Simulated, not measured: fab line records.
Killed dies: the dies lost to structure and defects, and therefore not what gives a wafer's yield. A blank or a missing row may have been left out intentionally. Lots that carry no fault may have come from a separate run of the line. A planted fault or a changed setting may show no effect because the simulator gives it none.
Matching of chambers -- flow n5-finfet -- 4 sister chambers for N5_MOL_CONTACT_COAG_ETCH_90 on rie-diel-03
The step etches SiARC in CF4, target depth 13 nm, time 21.7 s. 4 wafers are shown with their chamber, then 7 later ones without.

## WAFERS PAIRED WITH THEIR CHAMBERS
wafer,chamber,oes-product-au (a.u.)
L074.3,2,0.58
L077.5,0,0.73
L080.2,1,0.60
L080.3,3,0.63

## WAFERS WITH NO CHAMBER GIVEN
wafer,oes-product-au (a.u.)
L080.4,0.83
L085.1,0.71
L085.3,0.80
L085.4,0.59
L096.1,0.69
L096.4,0.61
L096.5,0.69

## WHICH CHAMBER EACH ONE RAN IN
wafer,from the rows above,in truth
L080.4,can't be placed: 0 or 3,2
L085.1,can't be placed: 0 or 3 or 1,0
L085.3,can't be placed: 0 or 3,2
L085.4,can't be placed: 1 or 2 or 3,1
L096.1,can't be placed: 0 or 3 or 1 or 2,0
L096.4,can't be placed: 1 or 3 or 2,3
L096.5,can't be placed: 0 or 3 or 1 or 2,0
Correctly placed: 0 of 7. From these rows, 7 cannot be placed; in 5 the true chamber is one of the candidates. Wrongly placed: 0.
How it was worked out, from the rows above alone: a wafer's distance from a chamber is the root of the sum, over the readings, of the square of ((its reading less the chamber's mean) divided by the reading's scatter). If the next closest chamber is less than 2 further off than the closest, the wafer can't be placed; otherwise it belongs to the closest. A chamber's mean is the mean of its shown wafers. The scatter: with one shown wafer a chamber, the root of the mean of the squares of how far each hidden wafer lies from its nearest shown one.
